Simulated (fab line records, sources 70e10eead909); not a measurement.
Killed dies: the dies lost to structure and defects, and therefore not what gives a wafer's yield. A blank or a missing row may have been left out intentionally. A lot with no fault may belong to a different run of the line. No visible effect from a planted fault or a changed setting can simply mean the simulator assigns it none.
fab line records	flow nandHarc
[record] lots = 6	wafers = 18	lastDay = 28
route steps=1159 shown A_CONTACT@895 END@1159
lots that met no fault: taken from a fault-free run of the same line
startH: start of the lot's first displayed wafer, in hours after the record's first day	waitH: hours since the lot's step before	" unchanged from the row above	L1.1+2: several wafers, shown together as one row	- value missing, or start not given	* or withheld: withheld	< > ~ a bound
route shown NAME@n: names a module that has steps shown in the file, with the first one's number in the route	usual: mean/standard deviation of fault-free wafers	same: alike in all rows	chamber/n: place in a boat	sites: per-site readings	_std_site: how widely they spread, as a standard deviation	_edge_site: inner sites' mean taken away from outer sites' mean	radiusMm: how far each site lies from the wafer's centre	mask NAME#n: copy n	behind: the tool/chamber that last shaped the wafer	hold: the reason the lot was held/the length of the hold in hours/how it ended	device: which transistor (n, p or np) failed to switch	end of line: the route-end tests of the same wafers	a step given without rows: its recipe and nothing more	killed: count of dies lost to structure and defects at first sort (not the wafer's yield)	map: a wafer's dies, x killed, . not, _ none there
set.NAME: the setting that was run; set.NAME@STEP: the one run at that earlier step	model.NAME: the simulator's own value behind a step, which no gauge read
lots at some steps of the route; a table a step, a row a wafer
services: the hour from which a tool's chamber was out of use, counted from the record's first day as startH (under 0 if before that day), plus the number of hours and why
[[steps]]
[step NHARC_A_CONTACT_DEVELOP_68]
[recipe] developTimeS = 35	devTempC = 23
[step NHARC_A_CONTACT_CD_MEAS_69]
[recipe] targetCdNm = 200	landingEnergyEv = 500
[usual] cdNm = 200.0/0.55
lot.wafer	tool	chamber	startH	waitH	cdNm
L331.2	cdSem-02	0	463.79	-	199.3
L331.3	"	0	"	"	199.4
L331.4	"	0	"	"	199.4
L332.3	cdSem-01	0	468.01	-	200.2
L332.4	"	0	"	"	199.7
L332.6	"	0	"	"	199.2
L340.1	cdSem-03	0	491.78	-	199.9
L340.4	"	0	"	"	199.4
L340.6	"	0	"	"	199.5
L344.3	cdSem-02	0	500.94	-	199.5
L344.4	"	0	"	"	200.3
L344.5	"	0	"	"	200.1
L351.2	cdSem-03	0	535.55	-	200.1
L351.4	"	0	"	"	199.4
L351.5	"	0	"	"	199.7
L354.3	cdSem-01	0	558.82	-	200.0
L354.4	"	0	"	"	200.1
L354.5	"	0	"	"	200.4
[step NHARC_A_CONTACT_OVL_MEAS_70]
[usual] overlayXNm = -0.3/0.94	overlayYNm = 0.1/0.75
lot.wafer	tool	chamber	startH	waitH	overlayXNm	overlayYNm
L331.2	overlay-01	-	463.88	-	-0.5	0.0
L331.3	"	-	"	"	0.3	0.8
L331.4	"	-	"	"	0.3	0.8
L332.3	overlay-02	-	468.10	-	0.3	0.5
L332.4	"	-	"	"	0.3	0.7
L332.6	"	-	"	"	0.3	0.9
L340.1	overlay-01	-	491.87	-	-1.4	-0.3
L340.4	"	-	"	"	-0.9	-0.3
L340.6	"	-	"	"	-0.6	-0.6
L344.3	overlay-01	-	501.04	-	-0.7	-0.1
L344.4	"	-	"	"	-0.6	-0.5
L344.5	"	-	"	"	-0.9	-0.2
L351.2	overlay-01	-	535.64	-	-1.6	-0.2
L351.4	"	-	"	"	-1.2	0.0
L351.5	"	-	"	"	-1.3	0.1
L354.3	overlay-01	-	558.90	-	-0.2	0.4
L354.4	"	-	"	"	-0.7	0.2
L354.5	"	-	"	"	-0.9	0.7
[step NHARC_A_CONTACT_INSPECT_71]
[usual] rawDefectCount = 29/15
lot.wafer	tool	chamber	startH	waitH	rawDefectCount
L331.2	defectInspect-02	-	463.91	0.0	26
L331.3	"	-	"	"	31
L331.4	"	-	"	"	23
L332.3	defectInspect-02	-	468.14	0.0	43
L332.4	"	-	"	"	33
L332.6	"	-	"	"	39
L340.1	defectInspect-02	-	491.90	0.0	23
L340.4	"	-	"	"	31
L340.6	"	-	"	"	30
L344.3	defectInspect-02	-	501.08	0.0	42
L344.4	"	-	"	"	39
L344.5	"	-	"	"	45
L351.2	defectInspect-02	-	535.67	0.0	20
L351.4	"	-	"	"	30
L351.5	"	-	"	"	20
L354.3	defectInspect-02	-	558.94	0.0	18
L354.4	"	-	"	"	19
L354.5	"	-	"	"	8
[step NHARC_A_CONTACT_DESCUM_74]
[recipe] timeS = 3	o2FlowSccm = 200	arFlowSccm = 0	biasPowerW = 0	chemistry = O2
[step NHARC_A_CONTACT_ETCH_75]
[recipe] targetDepthA = 390	overEtchFrac = 0.3	timeS = 65	ionEnergyEv = 80	cf4FlowSccm = 150	arFlowSccm = 0	rfW = 300	biasW = 100	chemistry = CF4
[usual] drypumpMotorCurrentA = 5.8/0.57	oesProductAu = 0.995/0.0075	rfVppV = 151.3/1.2	showerheadPlenumPTorr = 1.77/0.07	throttleValvePct = 13.284/0.0091
lot.wafer	tool	chamber	startH	waitH	drypumpMotorCurrentA	oesProductAu	rfHoursCounterH	rfVppV	showerheadPlenumPTorr	throttleValvePct
L331.3	rieDiel-05	2	464.14	0.1	6.4	0.996	50	152.3	1.82	13.295
L331.2	"	3	"	"	5.5	1.002	49	149.2	1.68	13.272
L331.4	"	0	"	"	5.2	0.991	54	151.1	1.76	13.289
L332.4	rieDiel-06	2	468.36	0.1	5.3	1.009	10	150.4	1.67	13.259
L332.3	"	3	"	"	5.9	0.991	10	151.8	1.84	13.289
L332.6	"	2	"	"	5.3	1.009	-	149.5	1.67	13.271
L340.1	rieDiel-06	0	492.06	0.1	6.7	0.984	16	152.8	1.80	13.279
L340.4	"	2	"	"	5.3	0.999	16	149.8	1.67	13.284
L340.6	"	3	"	"	5.9	0.995	-	152.3	1.84	13.268
L344.4	rieDiel-05	0	501.30	0.1	5.2	0.995	69	151.8	1.76	13.279
L344.3	"	2	"	"	6.5	0.998	65	151.0	1.81	13.275
L344.5	"	0	"	"	5.2	1.003	-	150.6	1.76	13.307
L351.4	rieDiel-05	0	535.83	0.1	5.3	0.992	3	150.8	1.75	13.274
L351.2	"	2	"	"	6.4	0.986	4	151.7	1.81	13.282
L351.5	"	1	"	"	6.0	0.987	-	149.5	1.71	13.293
L354.3	rieDiel-05	3	559.09	0.1	5.5	0.993	15	149.1	1.68	13.275
L354.4	"	1	"	"	6.1	0.989	14	149.5	1.71	13.278
L354.5	"	2	"	"	6.5	1.008	-	151.7	1.81	13.284
[step NHARC_A_CONTACT_ETCH_76]
[recipe] targetDepthA = 2600	overEtchFrac = 0.3	timeS = 475.3	ionEnergyEv = 200	n2FlowSccm = 150	h2FlowSccm = 150	arFlowSccm = 0	rfW = 400	biasW = 150	chemistry = N2/H2
[step NHARC_A_CONTACT_ETCH_77]
[recipe] targetDepthA = 726	timeS = 36.3	cf4FlowSccm = 100	chf3FlowSccm = 30	arFlowSccm = 0	rfW = 500	biasW = 200	chemistry = CF4/CHF3
[step NHARC_A_CONTACT_ETCH_78]
[recipe] targetDepthA = 28000	overEtchFrac = 0.3	timeS = 728	ionEnergyEv = 150	o2FlowSccm = 400	cosFlowSccm = 20	arFlowSccm = 0	rfW = 500	biasW = 300	chemistry = O2/COS
[usual] drypumpMotorCurrentA = 5.8/0.56	oesProductAu = 0.997/0.0081	rfVppV = 314.2/2	showerheadPlenumPTorr = 3.12/0.13	throttleValvePct = 28.330/0.0081
lot.wafer	tool	chamber	startH	waitH	drypumpMotorCurrentA	oesProductAu	rfHoursCounterH	rfVppV	showerheadPlenumPTorr	throttleValvePct
L331.2	rieDiel-05	2	-	-	6.4	1.001	51	316.2	3.21	28.335
L331.3	"	0	"	"	5.3	0.987	54	314.2	3.11	28.335
L331.4	"	1	"	"	6.1	1.000	46	314.5	3.04	28.331
L332.4	rieDiel-06	2	-	-	5.3	1.016	10	312.3	2.94	28.327
L332.3	"	1	"	"	5.0	1.006	11	319.0	3.31	28.318
L332.6	"	2	"	"	5.3	1.015	-	312.4	2.94	28.340
L340.1	rieDiel-06	0	-	-	6.7	0.986	16	316.0	3.17	28.339
L340.4	"	3	"	"	5.8	1.000	16	316.5	3.25	28.338
L340.6	"	1	"	"	5.0	0.998	-	316.3	3.31	28.338
L344.3	rieDiel-05	1	-	-	6.1	1.002	61	312.4	3.03	28.323
L344.4	"	3	"	"	5.5	0.993	64	312.5	2.96	28.322
L344.5	"	1	"	"	6.2	1.005	-	312.7	3.03	28.330
L351.4	rieDiel-05	0	-	-	5.3	0.995	4	312.7	3.09	28.334
L351.2	"	2	"	"	6.4	0.995	4	315.4	3.20	28.331
L351.5	"	3	"	"	5.5	0.983	-	312.3	2.96	28.334
L354.4	rieDiel-05	2	-	-	6.4	0.988	13	316.3	3.19	28.338
L354.3	"	0	"	"	5.3	0.984	16	313.8	3.09	28.340
L354.5	"	1	"	"	6.1	0.980	-	313.0	3.02	28.332
[step NHARC_A_CONTACT_ETCH_124]
[recipe] sourceW = withheld	pressureMtorr = 20	biasV = withheld	timeS = 140	targetDepthA = 7000	arFlowSccm = withheld	c4f8FlowSccm = withheld	o2FlowSccm = withheld	chemistry = C4F8/O2/Ar
[step NHARC_A_CONTACT_ETCH_125]
[recipe] sourceW = withheld	pressureMtorr = 20	biasV = 1200	timeS = 155	targetDepthA = 9560	arFlowSccm = withheld	c4f8FlowSccm = withheld	o2FlowSccm = withheld	chemistry = C4F8/O2/Ar
[step NHARC_A_CONTACT_ETCH_126]
[recipe] sourceW = withheld	pressureMtorr = 20	biasV = 1200	timeS = 155	targetDepthA = 9560	arFlowSccm = withheld	c4f8FlowSccm = withheld	o2FlowSccm = withheld	chemistry = C4F8/O2/Ar
lot.wafer	tool	chamber	startH	waitH	rfHoursCounterH
L331.2	harCapEtch-03	0	465.53	0.1	85
L331.3	"	0	"	"	-
L331.4	"	1	"	"	-
L332.3	harCapEtch-03	1	470.05	0.1	-
L332.4	"	0	"	"	-
L332.6	"	0	"	"	-
L340.1	harCapEtch-03	0	493.70	0.2	92
L340.4	"	0	"	"	-
L340.6	"	0	"	"	-
L344.3	harCapEtch-01	1	502.83	0.1	-
L344.4	"	0	"	"	-
L344.5	"	1	"	"	-
L351.2	harCapEtch-01	0	537.33	0.1	78
L351.4	"	0	"	"	-
L351.5	"	0	"	"	-
L354.3	harCapEtch-01	0	560.53	0.1	-
L354.4	"	1	"	"	-
L354.5	"	1	"	"	-
[step NHARC_A_CONTACT_ETCH_127]
[recipe] sourceW = withheld	pressureMtorr = 20	biasV = 1200	timeS = 155	targetDepthA = 9560	arFlowSccm = withheld	c4f8FlowSccm = withheld	o2FlowSccm = withheld	chemistry = C4F8/O2/Ar
lot.wafer	tool	chamber	startH	waitH	rfHoursCounterH
L331.2	harCapEtch-03	0	465.67	0.1	85
L331.3	"	0	"	"	-
L331.4	"	1	"	"	-
L332.3	harCapEtch-03	1	470.19	0.1	-
L332.4	"	0	"	"	-
L332.6	"	0	"	"	-
L340.1	harCapEtch-03	0	493.95	0.2	93
L340.4	"	0	"	"	-
L340.6	"	0	"	"	-
L344.3	harCapEtch-01	1	502.97	0.1	-
L344.4	"	0	"	"	-
L344.5	"	1	"	"	-
L351.2	harCapEtch-01	0	537.47	0.1	78
L351.4	"	0	"	"	-
L351.5	"	0	"	"	-
L354.3	harCapEtch-01	0	560.67	0.1	-
L354.4	"	1	"	"	-
L354.5	"	1	"	"	-
[step NHARC_A_CONTACT_ETCH_128]
[recipe] sourceW = withheld	pressureMtorr = 20	biasV = 1200	timeS = 155	targetDepthA = 9560	arFlowSccm = withheld	c4f8FlowSccm = withheld	o2FlowSccm = withheld	chemistry = C4F8/O2/Ar
lot.wafer	tool	chamber	startH	waitH	rfHoursCounterH
L331.2	harCapEtch-03	0	465.82	0.1	85
L331.3	"	0	"	"	-
L331.4	"	1	"	"	-
L332.3	harCapEtch-03	1	470.33	0.1	-
L332.4	"	0	"	"	-
L332.6	"	0	"	"	-
L340.1	harCapEtch-03	0	494.19	0.2	93
L340.4	"	0	"	"	-
L340.6	"	0	"	"	-
L344.3	harCapEtch-01	1	503.11	0.1	-
L344.4	"	0	"	"	-
L344.5	"	1	"	"	-
L351.2	harCapEtch-01	0	537.61	0.1	78
L351.4	"	0	"	"	-
L351.5	"	0	"	"	-
L354.3	harCapEtch-01	0	560.81	0.1	-
L354.4	"	1	"	"	-
L354.5	"	1	"	"	-
[step NHARC_A_CONTACT_ETCH_129]
[recipe] sourceW = withheld	pressureMtorr = 20	biasV = 1200	timeS = 155	targetDepthA = 9560	arFlowSccm = withheld	c4f8FlowSccm = withheld	o2FlowSccm = withheld	chemistry = C4F8/O2/Ar
[step NHARC_A_CONTACT_ETCH_130]
[recipe] sourceW = withheld	pressureMtorr = 20	biasV = 1200	timeS = 155	targetDepthA = 9560	arFlowSccm = withheld	c4f8FlowSccm = withheld	o2FlowSccm = withheld	chemistry = C4F8/O2/Ar
[step NHARC_A_CONTACT_ETCH_131]
[recipe] sourceW = withheld	pressureMtorr = 20	biasV = 1200	timeS = 155	targetDepthA = 9560	arFlowSccm = withheld	c4f8FlowSccm = withheld	o2FlowSccm = withheld	chemistry = C4F8/O2/Ar
[step NHARC_A_CONTACT_ETCH_132]
[recipe] sourceW = withheld	pressureMtorr = 20	biasV = 1200	timeS = 156	targetDepthA = 9580	arFlowSccm = withheld	c4f8FlowSccm = withheld	o2FlowSccm = withheld	chemistry = C4F8/O2/Ar
[step NHARC_A_CONTACT_ETCH_133]
[recipe] sourceW = withheld	pressureMtorr = 20	biasV = 400	timeS = 195	targetDepthA = 8400	arFlowSccm = withheld	c4f8FlowSccm = 11.5	o2FlowSccm = 7.2	chemistry = C4F8/O2/Ar
[step NHARC_A_CONTACT_ETCH_91]
[recipe] targetDepthA = 400	overEtchFrac = 0.5	timeS = 85.7	ionEnergyEv = 120	ch3fFlowSccm = 50	o2FlowSccm = 30	arFlowSccm = 200	rfW = 500	biasW = 100	chemistry = CH3F/O2
[step NHARC_A_CONTACT_ETCH_97]
[recipe] targetDepthA = 200	overEtchFrac = 0.5	timeS = 10	ionEnergyEv = 250	c4f6FlowSccm = 25	o2FlowSccm = 20	arFlowSccm = 500	rfW = 600	biasW = 500	chemistry = C4F6/O2
[step NHARC_A_CONTACT_CD_MEAS_80]
[usual] cdNm = 189.5/0.8
lot.wafer	tool	chamber	startH	waitH	cdNm
L331.2	cdSem-03	-	467.35	-	190.0
L331.3	"	-	"	"	190.1
L331.4	"	-	"	"	189.9
L332.3	cdSem-01	-	471.81	-	190.5
L332.4	"	-	"	"	189.9
L332.6	"	-	"	"	190.1
L340.1	cdSem-03	-	496.46	-	189.7
L340.4	"	-	"	"	188.5
L340.6	"	-	"	"	189.4
L344.3	cdSem-02	-	504.56	-	190.0
L344.4	"	-	"	"	189.5
L344.5	"	-	"	"	189.3
L351.2	cdSem-02	-	539.09	-	189.8
L351.4	"	-	"	"	190.3
L351.5	"	-	"	"	190.6
L354.3	cdSem-02	-	562.27	-	189.1
L354.4	"	-	"	"	190.1
L354.5	"	-	"	"	189.3
[step NHARC_A_CONTACT_STRIP_103]
[recipe] n2FlowSccm = 150	h2FlowSccm = 150	arFlowSccm = 0	biasW = 0	chemistry = N2/H2
[step NHARC_A_CONTACT_STRIP_104]
[recipe] cf4FlowSccm = 100	chf3FlowSccm = 30	arFlowSccm = 0	biasW = 0	chemistry = CF4/CHF3
[step NHARC_A_CONTACT_STRIP_105]
[recipe] o2FlowSccm = 400	cosFlowSccm = 20	arFlowSccm = 0	biasW = 0	chemistry = O2/COS
[step NHARC_A_CONTACT_ETCH_106]
[recipe] targetDepthA = 600	overetchA = 60	timeS = 33	ionEnergyEv = 100	cf4FlowSccm = 80	o2FlowSccm = 20	arFlowSccm = 0	rfW = 300	biasW = 100	chemistry = CF4/O2
[step NHARC_A_CONTACT_STRIP_82]
[recipe] o2FlowSccm = 500	arFlowSccm = 0	biasW = 0	chemistry = O2
[usual] drypumpMotorCurrentA = 5.8/0.59	oesProductAu = 0.995/0.0082	rfVppV = 57.8/0.92	showerheadPlenumPTorr = 3.54/0.14	throttleValvePct = 17.038/0.0096
lot.wafer	tool	chamber	startH	waitH	drypumpMotorCurrentA	oesProductAu	rfHoursCounterH	rfVppV	showerheadPlenumPTorr	throttleValvePct
L331.2	rieDiel-06	0	-	-	6.7	0.989	10	57.9	3.59	17.040
L331.3	"	1	"	"	5.0	1.002	10	57.9	3.74	17.037
L331.4	"	2	"	"	5.3	1.007	9	59.1	3.33	17.051
L332.4	rieDiel-05	1	-	-	6.1	0.999	52	56.6	3.43	17.035
L332.3	"	2	"	"	6.5	0.991	55	56.8	3.63	17.020
L332.6	"	1	"	"	6.1	0.999	-	58.1	3.43	17.044
L340.4	rieDiel-04	3	-	-	5.1	1.011	7	57.8	3.74	17.024
L340.1	"	0	"	"	6.4	1.006	7	58.1	3.36	17.055
L340.6	"	3	"	"	5.1	1.008	-	58.8	3.74	17.036
L344.4	rieDiel-05	2	-	-	6.5	0.993	66	57.3	3.62	17.039
L344.3	"	1	"	"	6.1	1.005	62	57.0	3.43	17.042
L344.5	"	2	"	"	6.5	0.984	-	57.4	3.62	17.033
L351.4	rieDiel-05	1	-	-	6.1	0.984	5	58.2	3.42	17.047
L351.2	"	3	"	"	5.5	0.997	5	57.2	3.35	17.032
L351.5	"	0	"	"	5.3	0.988	-	57.1	3.50	17.033
L354.3	rieDiel-06	1	-	-	5.0	1.002	30	59.4	3.73	17.032
L354.4	"	2	"	"	5.3	1.014	30	58.7	3.32	17.035
L354.5	"	3	"	"	5.9	1.006	-	57.0	3.66	17.025
[step NHARC_A_CONTACT_STRIP_83]
[recipe] timeS = 600	tempC = 30	chemistry = postEtchResidueRemover
[step NHARC_A_CONTACT_DEP_84]
[recipe] targetThkA = 20000	tempC = 400	material = aC
[step NHARC_A_CONTACT_DEP_85]
[recipe] targetThkA = 500	targetThkNm = 50	tempC = 400	pressureTorr = 3.5	flowSccm = 200	rfW = 350	material = SiON
[step NHARC_A_CONTACT_DEHYDRATE_00]
[recipe] tempC = 150	timeS = 120
[step NHARC_A_CONTACT_HMDS_01]
[recipe] timeS = 30
[step NHARC_A_CONTACT_COAT_86]
[recipe] tempC = 260	timeS = 75
[step NHARC_A_CONTACT_COAT_87]
[recipe] tempC = 225	timeS = 65
[step NHARC_A_CONTACT_COAT_02]
[recipe] spinRpm = 1500	resistThkNm = 90
[step NHARC_A_CONTACT_SOFTBAKE_03]
[recipe] tempC = 105	timeS = 55
[step NHARC_A_CONTACT_EBR_04]
[step NHARC_A_CONTACT_EXPOSE_05]
[recipe] na = 1.35	sigmaOuter = 0.8	doseMj = 84.24	maskId = A_CC
[step NHARC_A_CONTACT_PEB_06]
[recipe] pebTempC = 100	pebTimeS = 65
[step NHARC_A_CONTACT_DEVELOP_07]
[recipe] developTimeS = 35	devTempC = 23
[step NHARC_A_CONTACT_CD_MEAS_08]
[recipe] targetCdNm = 100	landingEnergyEv = 500
[usual] cdNm = 99.8/0.53
lot.wafer	tool	chamber	startH	waitH	cdNm
L331.2	cdSem-03	0	472.57	-	99.3
L331.3	"	0	"	"	98.9
L331.4	"	0	"	"	100.0
L332.3	cdSem-01	0	479.11	-	99.4
L332.4	"	0	"	"	99.7
L332.6	"	0	"	"	99.5
L340.1	cdSem-01	0	499.53	-	99.4
L340.4	"	0	"	"	100.7
L340.6	"	0	"	"	100.6
L344.3	cdSem-02	0	508.35	-	99.4
L344.4	"	0	"	"	100.1
L344.5	"	0	"	"	99.0
L351.2	cdSem-02	0	544.58	-	99.9
L351.4	"	0	"	"	99.9
L351.5	"	0	"	"	99.7
L354.3	cdSem-01	0	565.86	-	100.0
L354.4	"	0	"	"	100.0
L354.5	"	0	"	"	99.6
[step NHARC_A_CONTACT_OVL_MEAS_09]
[usual] overlayXNm = 0.2/0.7	overlayYNm = -0.2/0.89
lot.wafer	tool	chamber	startH	waitH	overlayXNm	overlayYNm
L331.2	overlay-01	-	472.66	-	-0.4	0.5
L331.3	"	-	"	"	-0.6	0.0
L331.4	"	-	"	"	-0.9	0.2
L332.3	overlay-02	-	479.19	-	-0.8	-0.8
L332.4	"	-	"	"	-0.8	-0.2
L332.6	"	-	"	"	-1.4	-0.3
L340.1	overlay-01	-	499.62	-	-0.4	-0.4
L340.4	"	-	"	"	-0.7	-0.7
L340.6	"	-	"	"	-0.2	0.1
L344.3	overlay-02	-	508.43	-	0.1	1.6
L344.4	"	-	"	"	0.2	0.5
L344.5	"	-	"	"	0.4	1.8
L351.2	overlay-02	-	544.66	-	-0.3	0.3
L351.4	"	-	"	"	-0.1	0.1
L351.5	"	-	"	"	-0.8	0.0
L354.3	overlay-01	-	565.95	-	0.0	1.4
L354.4	"	-	"	"	0.2	0.5
L354.5	"	-	"	"	0.2	0.4
[step NHARC_END_SORT_01]
[recipe] tempC = 25
[usual] killedAtArray = 29/11	killedAtOther = 0.5/0.85	killedAtPeriphery = 3.0/2.3	killedDies = 33/12	killedOpen = 3.3/1.9	killedShort = 2.0/1.5
[same] grossDies = 677
lot.wafer	tool	chamber	startH	waitH	killedAtArray	killedAtOther	killedAtPeriphery	killedDies	killedOpen	killedShort
L332.4	prober-01	0	582.36	3.4	112	0	7	119	4	7
L332.6	prober-01	0	583.95	4.0	127	0	1	128	4	2
L340.1	prober-01	0	610.93	2.5	92	0	1	93	3	3
L340.4	prober-01	0	613.27	3.3	109	2	3	114	3	3
L340.6	prober-01	0	614.83	3.9	103	1	6	110	7	3
// killed by level:class
L332.4 A_CONTACT:unspecified=74 A_CHANNEL_HOLE_D1:chamberFilmFlake=15 A_SLIT:chamberFilmFlake=11 A_CONTACT:chamberFilmFlake=3 P_CONTACT:geometricParticle:short=2 P_M0:geometricParticle:open=2 A_SOURCE_PLATE:geometricParticle:short=2 A_STAIRCASE:chamberFilmFlake=2
L332.6 A_CONTACT:unspecified=85 A_CHANNEL_HOLE_D1:chamberFilmFlake=17 A_SLIT:chamberFilmFlake=14 A_CONTACT:chamberFilmFlake=4 A_ONON_D1:geometricParticle:open=1 A_CHANNEL_HOLE_D1:geometricParticle:open=1 A_CHANNEL_FILL_D1:geometricParticle:short=1 A_STAIRCASE:geometricParticle:short=1
L340.1 A_CONTACT:unspecified=71 A_CHANNEL_HOLE_D1:chamberFilmFlake=11 A_STAIRCASE:chamberFilmFlake=2 A_WL_FILL:geometricParticle:short=1 P_M0:geometricParticle:open=1 A_ONON_D1:geometricParticle:short=1 A_CHANNEL_HOLE_D1:geometricParticle:short=1 A_CHANNEL_FILL_D1:geometricParticle:open=1
L340.4 A_CONTACT:unspecified=76 A_CHANNEL_HOLE_D1:chamberFilmFlake=23 A_WL_FILL:geometricParticle:short=2 A_CHANNEL_FILL_D1:chamberFilmFlake=2 A_WL_FILL:chamberFilmFlake=2 P_M0:geometricParticle:open=1 A_WL_FILL:geometricParticle:open=1 A_BLC:geometricParticle:open=1
L340.6 A_CONTACT:unspecified=75 A_CHANNEL_HOLE_D1:chamberFilmFlake=17 A_CONTACT:geometricParticle:open=3 P_CONTACT:geometricParticle:open=2 A_CHANNEL_FILL_D1:chamberFilmFlake=2 A_STAIRCASE:chamberFilmFlake=2 P_CONTACT:geometricParticle:short=1 P_M2:geometricParticle:short=1
// map L332.6 (x killed, . not)
____________.____________
_________...x..._________
_______......x...x_______
______...xx.x......______
_____.....xx........_____
____.....x...........____
____......xx.........____
___.......x..x........___
___.......x.........x.___
__.........x.x.........__
__.................x...__
_.........x..x.....xx..._
_.................xx.xx._
_......x..........x.xx.._
_...................x..._
_....x.............x.x.._
...................xxx...
................x........
.........................
.........................
.........................
_......................._
_.......x.x............._
_......................._
_........x.............._
_......xx..x............_
__x....xxxxxx..........__
__...xxxxxxxx..........__
___.xxxxxxxxx.........___
___..xxxxxxxxx........___
____.xxxxxxxxxx......____
____.xxxxxxxxx.....x.____
_____xxxxxxxxx......_____
______xxxxxxxxx....______
_______xxxxxx....._______
_________xxxxxx._________
____________x____________
// map L340.4 (x killed, . not)
____________.____________
_________......._________
_______..........._______
______.............______
_____..x..........x._____
____.................____
____.................____
___...................___
___...................___
__.....................__
__.x..x.x.......x.xx...__
_.....x............x...._
_....xx.x.....x........._
_....x.x................_
_....xx.x..............._
_..xxxxx................_
.......x.................
....xxx..x...............
.....x..x.....x..........
.....x...................
....x....................
_............x.........._
_......................._
_......................._
_.....x................._
_......x.x.............._
__...x.xxxxx...........__
__....xxxxxxx..........__
___..xxxxxxx.........x___
___xxxxxxxxx..........___
____xxxxxxxxx.x......____
____.xxxxxxxx.x......____
_____xxxxxxxx.x....._____
______xxxxxxx.x....______
_______xxxxxx....._______
_________xxxx..._________
____________.____________
[[services]]
tool	chamber	startH	hours	kind
rieDiel-05	0	448.38	-	clean
rieDiel-05	1	448.38	-	clean
rieDiel-05	2	448.38	-	clean
rieDiel-05	3	448.38	-	clean
rieDiel-05	3	449.53	12.9	repair
rieDiel-04	3	461.57	8.7	repair
rieDiel-04	-	466.00	9.0	pm
harCapEtch-01	-	467.90	0.2	repair
rieDiel-05	0	472.89	-	clean
rieDiel-05	1	472.89	-	clean
rieDiel-05	2	472.89	-	clean
rieDiel-05	3	472.89	-	clean
rieDiel-05	1	481.75	4.3	repair
rieDiel-05	0	497.41	-	clean
rieDiel-05	1	497.41	-	clean
rieDiel-05	2	497.41	-	clean
rieDiel-05	3	497.41	-	clean
rieDiel-05	-	518.18	9.0	pm
rieDiel-05	0	518.18	9.0	ventCycle
rieDiel-05	1	518.18	9.0	ventCycle
rieDiel-05	2	518.18	9.0	ventCycle
rieDiel-05	3	518.18	9.0	ventCycle
rieDiel-05	0	527.18	-	clean
harCapEtch-03	-	545.00	17.0	pm
[[key]]
[firstSign] step = NHARC_END_SORT_01	reading = killedAtArray	direction = up	sigmas = 7.3	usual = 29	struck = 109
[effect] step = NHARC_END_SORT_01	reading = killedDies	direction = up	sigmas = 6.8	usual = 33	struck = 113
[moreKillsBornAt] NHARC_A_CONTACT_ETCH_127@harCapEtch-03 = 377
metAt NHARC_A_CONTACT_ETCH_127
struckWafers L332.4,L332.6,L340.1,L340.4,L340.6
testerLeftOut L332,L340
onsetBetween 465.67 470.19
[fault] kind = chamberParticleSource	tool = harCapEtch-03	chamber = 0	onsetH = 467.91	steps = NHARC_A_CONTACT_ETCH_127	ratePerVisitCm2 = 1.2949	endH = 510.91
// testerLeftOut: of these lots the tester's yield and bins aren't shown, on N5 and GAA mostly nor the transistor test; their killed dies are dies lost to structure and defects alone, not to doping, threshold or leakage, so they don't give the yield
